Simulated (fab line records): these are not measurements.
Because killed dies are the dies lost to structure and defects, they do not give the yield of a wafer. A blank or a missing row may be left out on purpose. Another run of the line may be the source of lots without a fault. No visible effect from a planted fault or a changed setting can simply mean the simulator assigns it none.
Chamber matching	flow n5Finfet	rieDiel-05 running N5_MOL_CONTACT_COAG_ETCH_15: 4 sister chambers
The step etches SiNx in CH3F/O2, stops on Si:P, target depth 7 nm. 8 wafers are shown with their chamber, then 7 later ones without.

WAFERS PAIRED WITH THEIR CHAMBERS
wafer	chamber	drypumpMotorCurrentA (A)	showerheadPlenumPTorr (Torr)
L075.6	3	5.7	1.98
L079.3	3	5.6	1.98
L079.4	1	5.6	1.90
L080.5	2	5.1	2.15
L081.1	1	5.6	1.90
L081.5	0	6.6	2.10
L083.2	2	5.1	2.14
L083.3	0	6.6	2.10

WAFERS WITH NO CHAMBER GIVEN
wafer	drypumpMotorCurrentA (A)	showerheadPlenumPTorr (Torr)
L083.5	6.6	2.10
L086.1	5.6	1.90
L086.4	5.1	2.14
L086.5	6.6	2.10
L094.1	5.1	2.14
L094.2	6.6	2.09
L094.6	5.1	2.14

WHICH CHAMBER EACH WENT THROUGH
wafer	from the rows above	in truth
L083.5	0	0
L086.1	1	1
L086.4	2	2
L086.5	0	0
L094.1	2	2
L094.2	0	0
L094.6	2	2
Correct placement for 7 of the 7. Not placeable from these rows: 0. Number placed wrongly: 0.
How it was worked out, from the rows above alone: a wafer's distance from a chamber is the root of the sum, over the readings, of the square of ((its reading less the chamber's mean) divided by the reading's scatter). The wafer belongs to the nearest chamber; if the next one is less than 2 further off, it can't be placed. The mean given for a chamber averages the wafers shown for that chamber. How the scatter is found: for the shown wafers, subtract from each reading the mean of its chamber, square and add these, divide the total by (wafers less chambers), then take the root.
